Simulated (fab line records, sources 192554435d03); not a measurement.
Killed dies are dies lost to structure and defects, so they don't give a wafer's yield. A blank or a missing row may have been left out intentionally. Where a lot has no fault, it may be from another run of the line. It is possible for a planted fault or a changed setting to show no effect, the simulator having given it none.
Which tool did it? + flow n5Finfet + 27 wafers from 9 lots sampled at 6 of the route's 1938 steps

== WHAT THE GAUGES READ, wafer by wafer ==
N5_BEOL_M2_THK_MEAS_01. Usual: for M2_ILD_THK the level is 78.8 nm and the standard deviation is 1.1.
| lot  | measured     | on           | M2_ILD_THK (nm) | flag |
|------|--------------|--------------|-----------------|------|
| L739 | day 6 17:41  | filmMetro-01 | 78.9 80.5 80.0  |      |
| L742 | day 7 06:24  | filmMetro-01 | 78.8 80.4 80.2  |      |
| L746 | day 8 06:05  | filmMetro-02 | 78.0 79.7 79.2  |      |
| L748 | day 8 23:52  | filmMetro-02 | 80.1 80.5 80.7  |      |
| L754 | day 10 12:54 | filmMetro-02 | 76.2 79.2 79.1  |      |
| L756 | day 10 21:29 | filmMetro-02 | 80.0 79.2 79.1  |      |
| L758 | day 11 11:40 | filmMetro-01 | 78.0 79.6 78.1  |      |
| L759 | day 12 01:10 | filmMetro-01 | 78.0 76.9 77.4  |      |
| L761 | day 12 16:58 | filmMetro-01 | 80.2 80.1 81.0  |      |

N5_BEOL_M4_RC_MEAS_101. Usual: DIBL_N 35.9 mV/V, standard deviation 1.9; DIBL_P 35.8 mV/V, standard deviation 2.4; IOFF_N 0.15 nA/um, standard deviation 0.031; IOFF_P 0.21 nA/um, standard deviation 0.037; ION_N 672 uA/um, standard deviation 13; ION_P 462 uA/um, standard deviation 8.3; SS_N 71.5 mV/dec, standard deviation 0.72; SS_P 73.2 mV/dec, standard deviation 0.67; VT_N 250 mV, standard deviation 3.4; VT_P -250 mV, standard deviation 3.4.
| lot  | measured     | on        | DIBL_N (mV/V)  | DIBL_P (mV/V)  | IOFF_N (nA/um) | IOFF_P (nA/um) | ION_N (uA/um) | ION_P (uA/um) | SS_N (mV/dec)  | SS_P (mV/dec)  | VT_N (mV)   | VT_P (mV)      | flag |
|------|--------------|-----------|----------------|----------------|----------------|----------------|---------------|---------------|----------------|----------------|-------------|----------------|------|
| L739 | day 8 08:36  | prober-01 | 36.6 34.4 35.2 | 36.7 35.1 36.2 | 0.16 0.12 0.14 | 0.23 0.21 0.23 | 671 640 667   | 469 456 472   | 71.6 70.6 70.9 | 73.5 73.6 73.5 | 250 257 253 | -248 -249 -249 |      |
| L742 | day 9 12:59  | prober-01 | 37.3 36.3 36.6 | 37.0 33.6 35.0 | 0.16 0.15 0.14 | 0.24 0.19 0.21 | 672 658 661   | 469 450 461   | 71.5 72.1 72.0 | 73.0 73.0 73.7 | 253 252 251 | -246 -252 -251 |      |
| L746 | day 9 13:34  | prober-02 | 36.2 39.5 36.9 | 38.6 41.0 38.6 | 0.18 0.23 0.18 | 0.23 0.26 0.21 | 695 689 679   | 470 451 456   | 72.5 73.2 72.7 | 73.3 75.1 74.0 | 245 245 248 | -250 -253 -254 |      |
| L748 | day 10 09:46 | prober-01 | 35.1 33.3 36.9 | 35.3 33.8 37.2 | 0.13 0.11 0.16 | 0.17 0.15 0.20 | 665 658 675   | 456 457 459   | 70.7 70.6 72.0 | 72.8 73.1 73.7 | 253 255 251 | -254 -257 -251 |      |
| L754 | day 12 00:19 | prober-01 | 35.3 35.6 34.8 | 36.0 35.1 35.6 | 0.14 0.14 0.13 | 0.21 0.19 0.20 | 675 669 666   | 473 460 461   | 70.9 70.4 71.4 | 73.6 73.2 72.9 | 251 252 254 | -248 -250 -251 |      |
| L756 | day 12 23:16 | prober-01 | 35.1 38.3 37.1 | 33.9 38.0 36.6 | 0.13 0.18 0.16 | 0.17 0.23 0.20 | 674 693 674   | 463 480 455   | 71.7 71.4 72.0 | 72.8 73.7 73.1 | 254 250 251 | -256 -249 -253 |      |
| L758 | day 13 07:49 | prober-01 | 37.3 35.4 35.8 | 37.4 36.2 35.8 | 0.19 0.16 0.17 | 0.26 0.23 0.23 | 682 676 688   | 470 472 471   | 71.5 70.8 70.9 | 73.0 73.6 72.9 | 244 247 247 | -246 -248 -248 |      |
| L759 | day 13 22:16 | prober-02 | 36.2 37.0 35.5 | 39.0 39.4 37.0 | 0.16 0.16 0.14 | 0.23 0.22 0.19 | 667 662 672   | 459 451 461   | 71.7 71.6 71.8 | 73.3 73.5 73.1 | 252 249 252 | -248 -250 -250 |      |
| L761 | day 14 01:53 | prober-02 | 34.6 36.8 36.9 | 33.6 35.7 35.7 | 0.13 0.17 0.16 | 0.20 0.23 0.23 | 674 690 682   | 473 475 473   | 70.6 71.4 71.3 | 72.7 73.0 72.5 | 250 249 253 | -251 -247 -247 |      |

== TOOL THAT RAN EACH LOT (tool first, then ch and the chambers of the sampled wafers, then the start) ==
| lot  | N5_BEOL_M1_ANNEAL_80        | N5_BEOL_M1_SPUTTER_96       | N5_BEOL_M2_COAT_62               | N5_BEOL_M2_ETCH_63                |
|------|-----------------------------|-----------------------------|----------------------------------|-----------------------------------|
| L739 | pvdSputter-02, day 6 14:52  | pvdSputter-02, day 6 16:20  | lithoTrack-03 ch 0, day 6 19:13  | rieDiel-06 ch 1,3, day 6 19:39    |
| L742 | pvdSputter-01, day 7 03:44  | pvdSputter-01, day 7 05:12  | lithoTrack-03 ch 0, day 7 07:33  | rieDiel-05 ch 0,1,2, day 7 08:06  |
| L746 | pvdSputter-01, day 8 03:23  | pvdSputter-01, day 8 04:51  | lithoTrack-05 ch 0, day 8 07:52  | rieDiel-04 ch 1,2,3, day 8 08:19  |
| L748 | pvdSputter-02, day 8 21:13  | pvdSputter-02, day 8 22:40  | lithoTrack-05 ch 0, day 9 00:13  | rieDiel-06 ch 1,2,3, day 9 00:39  |
| L754 | pvdSputter-03, day 10 10:05 | pvdSputter-03, day 10 11:33 | lithoTrack-03 ch 0, day 10 13:19 | rieDiel-05 ch 0,3, day 10 13:55   |
| L756 | pvdSputter-01, day 10 18:50 | pvdSputter-01, day 10 20:18 | lithoTrack-03 ch 0, day 10 22:28 | rieDiel-04 ch 0,1,3, day 10 22:55 |
| L758 | pvdSputter-02, day 11 08:52 | pvdSputter-02, day 11 10:19 | lithoTrack-03 ch 0, day 11 12:19 | rieDiel-04 ch 0,1,3, day 11 12:45 |
| L759 | pvdSputter-01, day 11 22:29 | pvdSputter-01, day 11 23:57 | lithoTrack-01 ch 0, day 12 01:52 | rieDiel-06 ch 1,2,3, day 12 02:19 |
| L761 | pvdSputter-03, day 12 14:02 | pvdSputter-03, day 12 15:29 | lithoTrack-01 ch 0, day 12 18:31 | rieDiel-05 ch 0,3, day 12 18:59   |
- N5_BEOL_M1_ANNEAL_80: time 240 s.
- N5_BEOL_M1_SPUTTER_96: material Cu, target thk 4.5 nm, time 8.29 s.
- N5_BEOL_M2_COAT_62: time 60 s, resist thk 12 nm.
- N5_BEOL_M2_ETCH_63: etches SiARC in CF4, target depth 15.6 nm, time 26 s.

== WHAT THE TOOLS THEMSELVES READ (means of the sampled wafers that have a number; where no wafer has one, the mark that the record gives instead) ==
N5_BEOL_M1_ANNEAL_80. Usual: heaterPowerW 861 W, standard deviation 53; susceptor_temp_C_max 400.9, standard deviation 0.36.
| lot  | tool          | heaterPowerW (W) | susceptor_temp_C_max | flag |
|------|---------------|------------------|----------------------|------|
| L739 | pvdSputter-02 | 910              | 400.9                |      |
| L742 | pvdSputter-01 | 820              | 401.2                |      |
| L746 | pvdSputter-01 | 838              | 400.7                |      |
| L748 | pvdSputter-02 | 869              | 401.0                |      |
| L754 | pvdSputter-03 | 873              | 401.1                |      |
| L756 | pvdSputter-01 | 855              | 401.0                |      |
| L758 | pvdSputter-02 | 886              | 400.9                |      |
| L759 | pvdSputter-01 | 823              | 400.9                |      |
| L761 | pvdSputter-03 | 853              | 400.9                |      |

N5_BEOL_M1_SPUTTER_96. Usual: 30.7 % for throttleValvePct, sd 1.1.
| lot  | tool          | throttleValvePct (%) | flag |
|------|---------------|----------------------|------|
| L739 | pvdSputter-02 | 30.3                 |      |
| L742 | pvdSputter-01 | 31.9                 |      |
| L746 | pvdSputter-01 | 31.0                 |      |
| L748 | pvdSputter-02 | 30.8                 |      |
| L754 | pvdSputter-03 | 29.6                 |      |
| L756 | pvdSputter-01 | 31.2                 |      |
| L758 | pvdSputter-02 | 30.0                 |      |
| L759 | pvdSputter-01 | 31.5                 |      |
| L761 | pvdSputter-03 | 29.8                 |      |

N5_BEOL_M2_COAT_62. Usual: 1500.2 rpm for spinSpeedRpm, sd 0.95.
| lot  | tool          | spinSpeedRpm (rpm) | flag |
|------|---------------|--------------------|------|
| L739 | lithoTrack-03 | 1499.8             |      |
| L742 | lithoTrack-03 | 1499.7             |      |
| L746 | lithoTrack-05 | 1501.1             |      |
| L748 | lithoTrack-05 | 1501.2             |      |
| L754 | lithoTrack-03 | 2219.0             | OFF  |
| L756 | lithoTrack-03 | 2218.8             | OFF  |
| L758 | lithoTrack-03 | 2219.8             | OFF  |
| L759 | lithoTrack-01 | 1499.1             |      |
| L761 | lithoTrack-01 | 1500.7             |      |

N5_BEOL_M2_ETCH_63. Usual: drypumpMotorCurrentA 5.7 A, standard deviation 0.53; etchRfOnTimeS 25.6 s, standard deviation 0.73; oesProductAu 0.67 a.u., standard deviation 0.071; rfVppV 183.8 V, standard deviation 1.2; showerheadPlenumPTorr 2.11 Torr, standard deviation 0.073; throttleValvePct 15.68 %, standard deviation 0.21.
| lot  | tool       | drypumpMotorCurrentA (A) | etchRfOnTimeS (s) | oesProductAu (a.u.) | rfVppV (V) | showerheadPlenumPTorr (Torr) | throttleValvePct (%) | flag |
|------|------------|--------------------------|-------------------|---------------------|------------|------------------------------|----------------------|------|
| L739 | rieDiel-06 | 5.4                      | 25.8              | 0.70                | 182.9      | 2.01                         | 15.64                |      |
| L742 | rieDiel-05 | 6.1                      | 25.6              | 0.65                | 183.5      | 2.10                         | 15.76                |      |
| L746 | rieDiel-04 | 5.2                      | 26.3              | 0.66                | 184.6      | 2.15                         | 15.77                |      |
| L748 | rieDiel-06 | 5.4                      | 25.3              | 0.73                | 183.1      | 2.08                         | 15.51                |      |
| L754 | rieDiel-05 | 5.6                      | 21.2              | 0.63                | 184.2      | 2.11                         | 15.83                | OFF  |
| L756 | rieDiel-04 | 5.6                      | 21.1              | 0.66                | 183.9      | 2.15                         | 15.83                | OFF  |
| L758 | rieDiel-04 | 5.6                      | 21.1              | 0.65                | 184.1      | 2.15                         | 15.85                | OFF  |
| L759 | rieDiel-06 | 5.4                      | 25.4              | 0.70                | 183.5      | 2.07                         | 15.56                |      |
| L761 | rieDiel-05 | 5.5                      | 25.3              | 0.63                | 183.7      | 2.11                         | 15.76                |      |

== THE ANSWER, worked out from the rows above alone ==
Rule: a lot counts as off when the mean over its wafers that have a number is more than 3 standard deviations away from the usual mean. Also off: a lot with no number at a reading for which 4 or more lots have one. Where the step has rows for the other lots, those lots are counted as sound. The gauges are gone through in route order, then the tools' own readings, and for those a lot's mean is taken as printed above. At the first step where some lot is off, the reading lying furthest off is the one used; lots without a number count as furthest.
Off: L754, L756, L758, at N5_BEOL_M2_COAT_62 (spinSpeedRpm).
If a tool, at that step or one of the process steps before it, ran each lot that is off and ran no sound lot following the first of them, it fits. One fits: lithoTrack-03 at N5_BEOL_M2_COAT_62. A fault onset in the window from L742 (day 7 07:33, its last sound lot) to L754 (day 10 13:19, its first lot off) fits.
On the lots that are off, the tool's own readings at N5_BEOL_M2_COAT_62 differ by more than 5 times the standard deviation of the sound lots' means, which bears it out; spinSpeedRpm reads 2219.2 rpm there versus 1500.3 rpm on the sound lots.

== WHAT THE SIMULATOR PUT IN ==
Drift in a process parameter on lithoTrack-03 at N5_BEOL_M2_COAT_62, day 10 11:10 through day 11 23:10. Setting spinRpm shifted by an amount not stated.
Struck lots among those shown: L754, L756, L758. The rule above reached the same finding.
